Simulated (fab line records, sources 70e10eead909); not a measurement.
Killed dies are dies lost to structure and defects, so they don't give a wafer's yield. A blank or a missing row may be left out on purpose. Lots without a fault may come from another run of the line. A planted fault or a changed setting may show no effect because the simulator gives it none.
Chamber matching | flow nand_harc | NHARC_A_STAIRCASE_ETCH_271 on rie_diel-05: 4 sister chambers
The step etches the open film in CF4/CHF3. 14 wafers are shown with their chamber, then 7 later ones without.

WAFERS WITH THEIR CHAMBER
wafer  | chamber | showerhead_plenum_p_Torr (Torr) | drypump_motor_current_A (A) | rf_vpp_V (V)
L074.2 | 2       | 1.67                            | 6.1                         | 373.3
L074.3 | 1       | 1.50                            | 6.0                         | 366.2
L074.6 | 2       | 1.67                            | 6.1                         | 375.8
L080.1 | 1       | 1.49                            | 6.1                         | 368.3
L080.2 | 3       | 1.62                            | 5.8                         | 372.8
L080.6 | 1       | 1.49                            | 6.0                         | 367.2
L085.1 | 0       | 1.48                            | 5.8                         | 366.7
L085.2 | 3       | 1.61                            | 5.8                         | 371.9
L085.3 | 2       | 1.67                            | 6.1                         | 375.3
L086.1 | 2       | 1.67                            | 6.1                         | 373.5
L086.2 | 3       | 1.61                            | 5.8                         | 372.5
L086.6 | 0       | 1.48                            | 5.8                         | 366.6
L090.3 | 2       | 1.67                            | 6.1                         | 373.4
L090.4 | 0       | 1.47                            | 5.8                         | 366.8

SIGNATURES (means of the wafers above)
reading                  | chamber 0 | chamber 1 | chamber 2 | chamber 3 | scatter within a chamber
showerhead_plenum_p_Torr | 1.4767    | 1.4933    | 1.6700    | 1.6133    | 0.00447
drypump_motor_current_A  | 5.800     | 6.033     | 6.100     | 5.800     | 0.0258
rf_vpp_V                 | 366.700   | 367.233   | 374.260   | 372.400   | 0.913
Rule: a wafer's distance from a chamber is the root of the sum, over the readings, of the square of ((its reading less the chamber's mean) divided by the reading's scatter). The wafer belongs to the nearest chamber; if the next one is less than 2 further off, it can't be placed. The scatter: the root of (the sum of the squares of (reading less its chamber's mean) over the shown wafers, divided by (wafers less chambers)).

WAFERS WITHOUT THEIR CHAMBER
wafer  | showerhead_plenum_p_Torr (Torr) | drypump_motor_current_A (A) | rf_vpp_V (V)
L090.6 | 1.48                            | 6.0                         | 368.7
L092.1 | 1.47                            | 5.8                         | 369.2
L092.5 | 1.67                            | 6.2                         | 374.6
L092.6 | 1.48                            | 6.0                         | 366.5
L093.1 | 1.66                            | 6.1                         | 373.3
L093.3 | 1.61                            | 5.9                         | 371.3
L093.6 | 1.48                            | 6.1                         | 367.6

WHICH CHAMBER EACH WENT THROUGH
wafer  | from the rows above | in truth
L090.6 | 1                   | 1
L092.1 | 0                   | 0
L092.5 | 2                   | 2
L092.6 | 1                   | 1
L093.1 | 2                   | 2
L093.3 | 3                   | 3
L093.6 | 1                   | 1
Placed correctly: 7 of 7. Can't be placed from these rows: 0. Placed wrongly: 0.
